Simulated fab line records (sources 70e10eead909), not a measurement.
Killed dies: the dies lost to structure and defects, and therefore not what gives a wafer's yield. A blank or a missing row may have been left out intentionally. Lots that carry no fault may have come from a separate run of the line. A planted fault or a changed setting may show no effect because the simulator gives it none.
Chamber matching + flow nand harc + NHARC_P_M0_ETCH_34 on rie diel-02 has 4 sister chambers
The step etches the open film in N2/H2, target depth 40 nm, overetch 12 nm, time 43.94 s. 39 wafers are shown with their chamber, then 12 later ones without.

WAFERS WITH THEIR CHAMBER
| wafer  | chamber | showerhead plenum p Torr (Torr) | drypump motor current A (A) | rf vpp V (V) |
|--------|---------|---------------------------------|-----------------------------|--------------|
| L074.1 | 1       | 2.04                            | 6.6                         | 431.0        |
| L074.4 | 1       | 2.04                            | 6.6                         | 430.3        |
| L074.6 | 3       | 1.92                            | 6.6                         | 428.0        |
| L075.1 | 1       | 2.04                            | 6.6                         | 428.9        |
| L075.2 | 2       | 2.05                            | 6.4                         | 429.7        |
| L075.5 | 0       | 2.17                            | 6.2                         | 433.5        |
| L076.2 | 2       | 2.05                            | 6.4                         | 430.9        |
| L076.5 | 0       | 2.17                            | 6.1                         | 432.3        |
| L076.6 | 1       | 2.03                            | 6.6                         | 430.1        |
| L077.2 | 3       | 1.92                            | 6.6                         | 427.0        |
| L077.3 | 0       | 2.17                            | 6.2                         | 433.8        |
| L077.6 | 2       | 2.05                            | 6.4                         | 431.5        |
| L079.1 | 0       | 2.17                            | 6.2                         | 434.5        |
| L079.2 | 2       | 2.05                            | 6.4                         | 430.4        |
| L079.6 | 2       | 2.05                            | 6.4                         | 431.3        |
| L083.1 | 3       | 1.92                            | 6.6                         | 428.4        |
| L083.2 | 0       | 2.17                            | 6.2                         | 434.7        |
| L083.4 | 1       | 2.03                            | 6.6                         | 430.3        |
| L085.1 | 0       | 2.17                            | 6.2                         | 433.5        |
| L085.2 | 1       | 2.03                            | 6.6                         | 432.0        |
| L085.3 | 3       | 1.92                            | 6.6                         | 427.7        |
| L088.3 | 0       | 2.17                            | 6.2                         | 433.7        |
| L088.4 | 3       | 1.92                            | 6.6                         | 427.7        |
| L088.6 | 1       | 2.03                            | 6.6                         | 427.7        |
| L087.1 | 1       | 2.03                            | 6.6                         | 430.9        |
| L087.2 | 0       | 2.17                            | 6.2                         | 433.0        |
| L087.6 | 1       | 2.03                            | 6.6                         | 430.6        |
| L089.2 | 2       | 2.04                            | 6.4                         | 430.4        |
| L089.3 | 3       | 1.92                            | 6.6                         | 426.3        |
| L089.4 | 1       | 2.03                            | 6.6                         | 431.9        |
| L090.2 | 2       | 2.04                            | 6.5                         | 430.9        |
| L090.5 | 1       | 2.03                            | 6.6                         | 430.3        |
| L090.6 | 2       | 2.04                            | 6.5                         | 431.6        |
| L091.2 | 0       | 2.17                            | 6.2                         | 434.5        |
| L091.4 | 0       | 2.16                            | 6.2                         | 433.4        |
| L091.5 | 1       | 2.02                            | 6.6                         | 430.1        |
| L092.4 | 2       | 2.04                            | 6.5                         | 430.7        |
| L092.5 | 2       | 2.04                            | 6.5                         | 430.3        |
| L092.6 | 3       | 1.92                            | 6.6                         | 426.6        |

SIGNATURES (averages over the wafers above)
| reading                  | chamber 0 | chamber 1 | chamber 2 | chamber 3 | scatter within a chamber |
|--------------------------|-----------|-----------|-----------|-----------|--------------------------|
| showerhead plenum p Torr | 2.1690    | 2.0317    | 2.0450    | 1.9200    | 0.00449                  |
| drypump motor current A  | 6.190     | 6.600     | 6.440     | 6.600     | 0.0307                   |
| rf vpp V                 | 433.690   | 430.342   | 430.770   | 427.386   | 0.875                    |
Rule: for each reading, subtract the chamber's mean from the wafer's reading, divide by that reading's scatter and square the result; add these up over the readings and take the root, which gives the wafer's distance from the chamber. If the next closest chamber is less than 2 further off than the closest, the wafer can't be placed; otherwise it belongs to the closest. How the scatter is found: for the shown wafers, subtract from each reading the mean of its chamber, square and add these, divide the total by (wafers less chambers), then take the root.

WAFERS WITH NO CHAMBER GIVEN
| wafer  | showerhead plenum p Torr (Torr) | drypump motor current A (A) | rf vpp V (V) |
|--------|---------------------------------|-----------------------------|--------------|
| L094.2 | 2.04                            | 6.5                         | 430.6        |
| L094.4 | 1.91                            | 6.6                         | 427.7        |
| L094.5 | 2.16                            | 6.2                         | 433.0        |
| L093.2 | 1.91                            | 6.6                         | 427.0        |
| L093.4 | 2.16                            | 6.2                         | 433.6        |
| L093.6 | 2.04                            | 6.4                         | 430.3        |
| L095.1 | 2.16                            | 6.1                         | 433.6        |
| L095.2 | 2.04                            | 6.5                         | 430.3        |
| L095.5 | 1.91                            | 6.6                         | 426.4        |
| L096.3 | 2.02                            | 6.6                         | 430.9        |
| L096.5 | 2.04                            | 6.4                         | 430.7        |
| L096.6 | 1.91                            | 6.6                         | 427.0        |

THE CHAMBER EACH PASSED THROUGH
| wafer  | from the rows above     | in truth |
|--------|-------------------------|----------|
| L094.2 | can't be placed: 2 or 1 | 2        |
| L094.4 | 3                       | 3        |
| L094.5 | 0                       | 0        |
| L093.2 | 3                       | 3        |
| L093.4 | 0                       | 0        |
| L093.6 | 2                       | 2        |
| L095.1 | 0                       | 0        |
| L095.2 | can't be placed: 2 or 1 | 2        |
| L095.5 | 3                       | 3        |
| L096.3 | 1                       | 1        |
| L096.5 | 2                       | 2        |
| L096.6 | 3                       | 3        |
Correct placement for 10 of the 12. Can't be placed from these rows: 2 (the true chamber is among the candidates in 2). Number placed wrongly: 0.
